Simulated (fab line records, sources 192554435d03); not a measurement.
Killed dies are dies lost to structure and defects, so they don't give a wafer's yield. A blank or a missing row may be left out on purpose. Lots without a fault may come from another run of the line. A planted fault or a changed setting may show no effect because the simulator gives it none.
A struck lot beside a sound one | flow n5_finfet | 19 steps out of a route of 1938
Sound: wafers L557.2, L557.3, L557.5. Struck: wafers L542.2, L542.3, L542.6. The cause comes at the end.
At each step with rows: each side's tool, then ch and its chambers, then its first start. Under that, the readings that differ: sound wafers | struck wafers | difference of the means | sigmas: that difference in standard deviations of wafers without a fault.
alike: readings whose means differ by less than 2 such deviations, and words and numbers that are the same on both sides. not compared: withheld readings, readings that some wafer has no value for, bounds like >300 that may hide the same value, and numbers for which the record gives no deviation and whose values overlap.
The two part at a step that has a row with sigmas, a row that says differs or no value, or rows on one side only. Numbers that don't overlap but have no deviation are shown without sigmas and don't part them. A reading that every wafer of one side lacks parts them only if that side has two wafers or more.

first, 9 steps without rows for these wafers: N5_SDB_EBR_07; N5_SDB_SOFTBAKE_06 (time 60 s); N5_SDB_EXPOSE_08 (exposes mask SDB); N5_SDB_PEB_09 (peb time 60 s); N5_SDB_DEVELOP_10 (develop time 30 s); N5_SDB_DESCUM_16 (chemistry O2, time 7.9 s); N5_SDB_ETCH_17 (etches SiARC in CF4, target depth 23.4 nm, time 39 s); N5_SDB_ETCH_18 (etches SOC in N2/H2, target depth 100 nm, overetch 20 nm, time 150 s); N5_SDB_STRIP_19 (strips in N2/H2).
N5_SDB_STRIP_21: strips in CF4.
  sound on rie_diel-01 ch 2,3, day 8 17:09; struck on rie_diel-06 ch 1,3, day 4 19:46
  no value came back on the struck wafers for any of 7 readings (bias_power_w (W), cf4_flow_sccm (sccm) and others); on the sound wafers bias_power_w (W) reads 74.91 75.11 74.91
  reading                                | sound | struck         | difference | sigmas
  model.SiARC_of_SDB_COAT_04.thk_nm (nm) | 0 0 0 | 12.6 12.6 12.6 | +12.6      |
  not compared: rf_hours_counter_h
then, 1 step without rows for these wafers: N5_SDB_HM_OPEN_20 (chemistry CH3F/O2, target SiNx, stops on poly-Si, target depth 24 nm).
N5_SDB_STRIP_22: strips in N2/H2.
  sound on plasma_asher-01 ch 0,1, day 8 17:15; struck on plasma_asher-01 ch 1, day 4 19:52
  reading                              | sound             | struck            | difference                    | sigmas
  oes_product_au (a.u.)                | 0.716 0.717 0.717 | - - -             | no value on the struck wafers |
  strip_time_to_endpoint_s (s)         | 96.0 95.7 95.8    | 180.3 179.8 180.6 | +84.4                         | +99 or more
  model.SOC_of_SDB_COAT_03.thk_nm (nm) | 0 0 0             | 84 83.8 84.2      | +84                           |
  alike: drypump_motor_current_A, h2_flow_sccm, heater_power_w
  not compared: rf_hours_counter_h
then, 2 steps without rows for these wafers: N5_SDB_PRECLEAN_23 (cleans in dHF, time 30 s); N5_SDB_DUMMY_REMOVE_24 (chemistry TMAH, target poly-Si, stops on SiO2, target depth 142 nm, time 57 s, rinse time 30 s).
N5_SDB_ETCH_25: etches SiO2 in C4F6/O2, target depth 10 nm, time 3.3 s.
  sound on rie_diel-03 ch 0,1, day 8 17:28; struck on rie_diel-01 ch 1,2, day 4 20:05
  reading                                | sound | struck      | difference | sigmas
  model.SiARC_of_SDB_COAT_04.thk_nm (nm) | 0 0 0 | 5.4 5.2 5.2 | +5.3       |
  alike: drypump_motor_current_A, oes_product_au, rf_vpp_V, showerhead_plenum_p_Torr, throttle_valve_pct
  not compared: rf_hours_counter_h
N5_SDB_CUT_ETCH_26: etches Si in HBr/Cl2/O2, target depth 129.6 nm, bt time 20 s, time 51.8 s.
  sound on rie_si-02 ch 0,3, day 8 17:33; struck on rie_si-01 ch 0,2,3, day 4 20:10
  reading                              | sound | struck         | difference | sigmas
  model.SOC_of_SDB_COAT_03.thk_nm (nm) | 0 0 0 | 63.6 62.6 63.2 | +63.1      |
  alike: drypump_motor_current_A, oes_product_au, throttle_valve_pct
  not compared: rf_hours_counter_h
then, 1 step without rows for these wafers: N5_SDB_PRECLEAN_38 (cleans in dHF, time 10 s).
N5_BEOL_M4_RC_MEAS_101:
  the record has rows for the sound wafers here (prober-02 ch 0, day 13 12:44) and none for the struck ones
-- the record jumps here: 9 days lie between the struck wafers' starts before and after (it left off in module BEOL_M4 and takes up again in module PASSIVATION, whose first step shown is number 1936 of the route) --
N5_PASSIVATION_PROBE_49:
  sound on prober-02, day 18 00:28; struck on prober-01, day 13 12:51
  reading                  | sound          | struck         | difference | sigmas
  defect_limited_yield (%) | 89.8 89.3 89.5 | 0 0 0          | -90        | -64
  killed_at_front_end      | 55 65 35       | 1112 1103 1104 | +1055      | +96
  killed_dies              | 120 126 124    | 1180 1180 1180 | +1057      | +66
  killed_on_rim            | 14 15 17       | 152 152 152    | +137       | +37
  sort_bin_5_function (%)  | 6.1 6.6 6.4    | 95.8 96.1 96.4 | +89.7      | +99 or more
  sort_n_pass              | 1060 1054 1056 | 0 0 0          | -1057      | -66
  sort_yield_pct (%)       | 89.8 89.3 89.5 | 0 0 0          | -90        | -64
  alike: killed_at_M0_to_M3, killed_at_M4_up, killed_at_contacts, killed_at_other, killed_open, killed_short, sort_bin_6_memory

WHERE THEY PART
First at N5_SDB_STRIP_21; last, within this record, at N5_PASSIVATION_PROBE_49.

WHY: what the simulator had put in
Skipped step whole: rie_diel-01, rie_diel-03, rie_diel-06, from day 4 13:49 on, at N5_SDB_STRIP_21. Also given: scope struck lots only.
